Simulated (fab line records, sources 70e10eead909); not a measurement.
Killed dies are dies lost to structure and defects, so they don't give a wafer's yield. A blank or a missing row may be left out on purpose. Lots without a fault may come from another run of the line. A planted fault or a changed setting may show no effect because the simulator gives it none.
Chamber matching | flow nand_harc | NHARC_A_STAIRCASE_DEP_151 on pecvd-01: 3 sister chambers
The step deposits SiO2, target thk 7200 nm. 6 wafers are shown with their chamber, then 12 later ones without.

WAFERS WITH THEIR CHAMBER
wafer  | chamber | heater_power_outer_w (W) | heater_power_w (W)
L082.5 | 1       | 257                      | 526
L083.5 | 1       | 249                      | 498
L087.6 | 2       | 371                      | 646
L089.3 | 0       | 364                      | 648
L089.5 | 2       | 388                      | 650
L089.6 | 0       | 303                      | 558

WAFERS WITHOUT THEIR CHAMBER
wafer  | heater_power_outer_w (W) | heater_power_w (W)
L091.2 | 412                      | 696
L091.4 | 382                      | 655
L091.5 | 290                      | 544
L093.1 | 348                      | 624
L093.5 | 249                      | 489
L093.6 | 378                      | 647
L095.1 | 487                      | 793
L095.2 | 258                      | 502
L095.3 | 389                      | 681
L096.1 | 358                      | 653
L096.2 | 516                      | 776
L096.6 | 288                      | 552

WHICH CHAMBER EACH WENT THROUGH
wafer  | from the rows above     | in truth
L091.2 | 2                       | 2
L091.4 | 2                       | 2
L091.5 | can't be placed: 1 or 0 | 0
L093.1 | can't be placed: 0 or 2 | 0
L093.5 | 1                       | 1
L093.6 | can't be placed: 2 or 0 | 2
L095.1 | 2                       | 2
L095.2 | 1                       | 1
L095.3 | 2                       | 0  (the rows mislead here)
L096.1 | can't be placed: 2 or 0 | 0
L096.2 | 2                       | 2
L096.6 | can't be placed: 1 or 0 | 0
Placed correctly: 6 of 12. Can't be placed from these rows: 5 (the true chamber is among the candidates in 5). Placed wrongly: 1.
How it was worked out, from the rows above alone: a wafer's distance from a chamber is the root of the sum, over the readings, of the square of ((its reading less the chamber's mean) divided by the reading's scatter). The wafer belongs to the nearest chamber; if the next one is less than 2 further off, it can't be placed. A chamber's mean is the mean of its shown wafers. The scatter: the root of (the sum of the squares of (reading less its chamber's mean) over the shown wafers, divided by (wafers less chambers)).
